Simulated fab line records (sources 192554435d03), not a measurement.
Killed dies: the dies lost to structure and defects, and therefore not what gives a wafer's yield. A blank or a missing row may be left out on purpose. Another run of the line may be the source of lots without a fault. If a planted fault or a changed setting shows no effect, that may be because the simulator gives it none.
Matching of chambers | flow n5 finfet | rie diel-01 running N5_BEOL_M10_STRIP_67: 4 sister chambers
The step strips in CF4. 4 wafers are shown with their chamber, then 8 later ones without.

## WAFERS, EACH WITH ITS CHAMBER
wafer  | chamber | oes product au (a.u.)
L080.3 | 2       | 0.84
L083.3 | 1       | 0.66
L084.4 | 0       | 0.83
L085.1 | 3       | 0.83

## WAFERS WITHOUT THEIR CHAMBER
wafer  | oes product au (a.u.)
L085.2 | 0.82
L085.3 | 0.99
L091.1 | 0.92
L091.3 | 0.81
L091.6 | 0.93
L094.1 | 0.81
L094.2 | 0.81
L094.3 | 0.92

## CHAMBER TAKEN BY EACH
wafer  | from the rows above               | in truth
L085.2 | can't be placed: 0 or 3 or 2      | 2
L085.3 | can't be placed: 2 or 0 or 3      | 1
L091.1 | can't be placed: 2 or 0 or 3      | 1
L091.3 | can't be placed: 0 or 3 or 2 or 1 | 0
L091.6 | can't be placed: 2 or 0 or 3      | 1
L094.1 | can't be placed: 0 or 3 or 2 or 1 | 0
L094.2 | can't be placed: 0 or 3 or 2 or 1 | 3
L094.3 | can't be placed: 2 or 0 or 3      | 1
Placed correctly: 0 of 8. Can't be placed from these rows: 8 (the true chamber is among the candidates in 4). Placed wrongly: 0.
How it was worked out, from the rows above alone: a wafer's distance from a chamber is the root of the sum, over the readings, of the square of ((its reading less the chamber's mean) divided by the reading's scatter). If the next closest chamber is less than 2 further off than the closest, the wafer can't be placed; otherwise it belongs to the closest. Each chamber's mean is taken over the wafers shown for it. The scatter (one wafer shown for each chamber): square how far every hidden wafer sits from the nearest shown wafer, average those squares and take the square root.
